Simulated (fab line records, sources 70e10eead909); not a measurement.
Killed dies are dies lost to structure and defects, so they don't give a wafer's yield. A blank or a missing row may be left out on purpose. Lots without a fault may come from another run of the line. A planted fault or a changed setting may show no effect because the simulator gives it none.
Which tool did it? | flow nand_harc | 13 lots, 39 wafers sampled, at 5 steps of a route of 1302

WHAT THE GAUGES READ, wafer by wafer
NHARC_END_SORT_01. Usual: killed_at_array 59, standard deviation 20; killed_at_other 0.8, standard deviation 1.2; killed_at_periphery 3.5, standard deviation 2.2; killed_dies 63, standard deviation 20; killed_open 3.3, standard deviation 1.8; killed_short 2.6, standard deviation 1.7.
lot  | measured     | on        | killed_at_array | killed_at_other | killed_at_periphery | killed_dies | killed_open | killed_short | flag
L961 | day 31 16:10 | prober-01 | 227 82 131      | 0 0 0           | 6 5 8               | 233 87 139  | 4 2 5       | 5 3 3        | OFF

WHICH TOOL RAN EACH LOT (tool, then ch and the chambers of the sampled wafers, then the start)
lot  | NHARC_A_CHANNEL_HOLE_D2_DEP_01  | NHARC_THIN_TSV_PVD_51                   | NHARC_THIN_TSV_ETCH_59            | NHARC_THIN_TSV_ETCH_36
L943 | pecvd-04 ch 0,1,2, day 12 20:13 | pvd_sputter-01, day 23 16:25 or earlier | rie_metal-03 ch 0,1, day 23 16:25 | rie_metal-03 ch 0,1, day 23 16:40
L944 | pecvd-04 ch 0,1,2, day 13 10:04 | pvd_sputter-01, day 24 06:40 or earlier | rie_metal-01 ch 0,1, day 24 06:40 | rie_metal-01 ch 0,1, day 24 06:53
L945 | pecvd-03 ch 1,2, day 14 06:34   | pvd_sputter-02, day 25 03:04 or earlier | rie_metal-02 ch 0,1, day 25 03:04 | rie_metal-02 ch 0,1, day 25 03:19
L947 | pecvd-03 ch 1,2, day 14 15:11   | pvd_sputter-02, day 25 08:48 or earlier | rie_metal-01 ch 0,1, day 25 08:48 | rie_metal-01 ch 0,1, day 25 09:04
L946 | pecvd-04 ch 0,1,2, day 14 15:20 | pvd_sputter-03, day 25 07:32 or earlier | rie_metal-02 ch 0,1, day 25 07:32 | rie_metal-02 ch 1, day 25 07:49
L949 | pecvd-02 ch 1,2, day 15 15:56   | pvd_sputter-02, day 26 18:22 or earlier | rie_metal-01 ch 0,1, day 26 18:22 | rie_metal-01 ch 0,1, day 26 18:32
L950 | pecvd-02 ch 0,1,2, day 15 16:25 | pvd_sputter-03, day 26 22:28 or earlier | rie_metal-02 ch 0,1, day 26 22:28 | rie_metal-02 ch 0,1, day 26 22:38
L958 | pecvd-04 ch 0,2, day 19 12:40   | pvd_sputter-02, day 30 05:35 or earlier | rie_metal-02 ch 0,1, day 30 05:35 | rie_metal-02 ch 0,1, day 30 05:51
L961 | pecvd-04 ch 0,2, day 20 08:01   | pvd_sputter-02, day 31 05:58 or earlier | rie_metal-02 ch 0,1, day 31 05:58 | rie_metal-02 ch 0,1, day 31 06:12
L962 | pecvd-02 ch 0,1,2, day 21 01:55 | pvd_sputter-02, day 32 08:49 or earlier | rie_metal-02 ch 0,1, day 32 08:49 | rie_metal-02 ch 0,1, day 32 08:59
L963 | pecvd-02 ch 0,2, day 21 21:01   | pvd_sputter-01, day 32 09:49 or earlier | rie_metal-03 ch 0,1, day 32 09:49 | rie_metal-03 ch 0,1, day 32 10:02
L964 | pecvd-03 ch 0,2, day 22 00:49   | pvd_sputter-01, day 33 00:55 or earlier | rie_metal-02 ch 0,1, day 33 00:55 | rie_metal-02 ch 0,1, day 33 01:08
L965 | pecvd-02 ch 0,1,2, day 22 01:39 | pvd_sputter-03, day 33 18:38 or earlier | rie_metal-01 ch 0,1, day 33 18:38 | rie_metal-01 ch 0,1, day 33 18:52
- NHARC_A_CHANNEL_HOLE_D2_DEP_01: deposits SiON, target thk 140 nm.
- NHARC_THIN_TSV_PVD_51: deposits Cu, target thk 100 nm.
- NHARC_THIN_TSV_ETCH_59: etches the open film in Cl2/BCl3, target depth 880 nm, time 138.1 s.
- NHARC_THIN_TSV_ETCH_36: etches the open film in Cl2/BCl3, target depth 65 nm, time 18.571 s.

WHAT THE TOOLS THEMSELVES READ (means of the sampled wafers that have a number; where no wafer has one, the mark that the record gives instead)
NHARC_A_CHANNEL_HOLE_D2_DEP_01. Usual: chamber_pressure_Torr 3.499 Torr, standard deviation 0.0076; heater_power_w 766 W, standard deviation 100.
lot  | tool     | chamber_pressure_Torr (Torr) | heater_power_w (W) | flag
L943 | pecvd-04 | 3.505                        | 800                |
L944 | pecvd-04 | 3.495                        | 709                |
L945 | pecvd-03 | 3.496                        | 891                |
L947 | pecvd-03 | 3.496                        | 790                |
L946 | pecvd-04 | 3.501                        | 795                |
L949 | pecvd-02 | 3.500                        | 713                |
L950 | pecvd-02 | 3.497                        | 768                |
L958 | pecvd-04 | 3.506                        | 733                |
L961 | pecvd-04 | 3.493                        | 786                |
L962 | pecvd-02 | 3.490                        | 745                |
L963 | pecvd-02 | 3.496                        | 722                |
L964 | pecvd-03 | 3.505                        | 752                |
L965 | pecvd-02 | 3.496                        | 726                |

NHARC_THIN_TSV_PVD_51. Usual: throttle_valve_pct 30.7 %, standard deviation 1.1.
lot  | tool           | throttle_valve_pct (%) | flag
L943 | pvd_sputter-01 | 30.3                   |
L944 | pvd_sputter-01 | 30.1                   |
L945 | pvd_sputter-02 | 31.6                   |
L947 | pvd_sputter-02 | 31.1                   |
L946 | pvd_sputter-03 | 29.1                   |
L949 | pvd_sputter-02 | 32.2                   |
L950 | pvd_sputter-03 | 29.8                   |
L958 | pvd_sputter-02 | 31.0                   |
L961 | pvd_sputter-02 | 31.6                   |
L962 | pvd_sputter-02 | 30.8                   |
L963 | pvd_sputter-01 | 30.9                   |
L964 | pvd_sputter-01 | 30.3                   |
L965 | pvd_sputter-03 | 29.1                   |

NHARC_THIN_TSV_ETCH_59. Usual: bcl3_flow_sccm 29.99 sccm, standard deviation 0.092; drypump_motor_current_A 5.7 A, standard deviation 0.57; oes_product_au 0.992 a.u., standard deviation 0.01; throttle_valve_pct 22.263 %, standard deviation 0.0093.
lot  | tool         | bcl3_flow_sccm (sccm) | drypump_motor_current_A (A) | oes_product_au (a.u.) | throttle_valve_pct (%) | flag
L943 | rie_metal-03 | 29.89                 | 5.8                         | 1.003                 | 22.256                 |
L944 | rie_metal-01 | 30.02                 | 6.1                         | 0.996                 | 22.269                 |
L945 | rie_metal-02 | 29.95                 | 5.8                         | 1.007                 | 22.263                 |
L947 | rie_metal-01 | 29.92                 | 5.7                         | 0.981                 | 22.259                 |
L946 | rie_metal-02 | 29.90                 | 5.7                         | 1.001                 | 22.257                 |
L949 | rie_metal-01 | 30.05                 | 5.7                         | 0.989                 | 22.257                 |
L950 | rie_metal-02 | 29.99                 | 5.3                         | 1.004                 | 22.261                 |
L958 | rie_metal-02 | 29.95                 | 5.3                         | 0.994                 | 22.260                 |
L961 | rie_metal-02 | 30.05                 | 5.3                         | 1.002                 | 22.270                 |
L962 | rie_metal-02 | 29.83                 | 5.3                         | 1.000                 | 22.262                 |
L963 | rie_metal-03 | 29.95                 | 5.7                         | 0.989                 | 22.270                 |
L964 | rie_metal-02 | 29.99                 | 5.8                         | 0.988                 | 22.262                 |
L965 | rie_metal-01 | 29.97                 | 5.7                         | 1.000                 | 22.255                 |

NHARC_THIN_TSV_ETCH_36. Usual: drypump_motor_current_A 5.7 A, standard deviation 0.57; oes_product_au 0.993 a.u., standard deviation 0.0093.
lot  | tool         | drypump_motor_current_A (A) | oes_product_au (a.u.) | flag
L943 | rie_metal-03 | 5.7                         | 0.995                 |
L944 | rie_metal-01 | 6.1                         | 0.998                 |
L945 | rie_metal-02 | 5.3                         | 1.006                 |
L947 | rie_metal-01 | 5.7                         | 0.987                 |
L946 | rie_metal-02 | 6.2                         | 1.009                 |
L949 | rie_metal-01 | 5.7                         | 0.994                 |
L950 | rie_metal-02 | 5.8                         | 1.004                 |
L958 | rie_metal-02 | 5.3                         | 0.985                 |
L961 | rie_metal-02 | 5.3                         | 0.995                 |
L962 | rie_metal-02 | 5.8                         | 0.993                 |
L963 | rie_metal-03 | 5.7                         | 0.992                 |
L964 | rie_metal-02 | 5.3                         | 0.988                 |
L965 | rie_metal-01 | 5.7                         | 0.998                 |

THE ANSWER, worked out from the rows above alone
Rule: a lot is off if the mean of its wafers that have a number lies more than 3 standard deviations from the usual mean. A lot without any number at a reading at which 4 lots or more have one is off too. The other lots that the step has rows for count as sound. The gauges are gone through in route order, then the tools' own readings, and for those a lot's mean is taken as printed above. The first step at which some lot is off is used, and at that step the reading that is off furthest; a lot without a number counts as furthest.
Off: L961, at NHARC_END_SORT_01 (killed_dies). Neither off nor sound, because the step has no rows for them: L943, L944, L945, L947, L946, L949, L950, L958, L962, L963, L964, L965.
A tool fits if, at a process step before that reading, it ran every lot that is off, and no sound lot after the first of them. The gauges at NHARC_END_SORT_01 are tried like those tools. NHARC_THIN_TSV_PVD_51 gives no start for some lots, so the hours and the order of its lots are those of NHARC_THIN_TSV_ETCH_59. Can't be told from this: 4 tools fit, pecvd-04 at NHARC_A_CHANNEL_HOLE_D2_DEP_01, pvd_sputter-02 at NHARC_THIN_TSV_PVD_51, rie_metal-02 at NHARC_THIN_TSV_ETCH_59 and NHARC_THIN_TSV_ETCH_36, prober-01 at NHARC_END_SORT_01.

WHAT THE SIMULATOR HAD PUT IN
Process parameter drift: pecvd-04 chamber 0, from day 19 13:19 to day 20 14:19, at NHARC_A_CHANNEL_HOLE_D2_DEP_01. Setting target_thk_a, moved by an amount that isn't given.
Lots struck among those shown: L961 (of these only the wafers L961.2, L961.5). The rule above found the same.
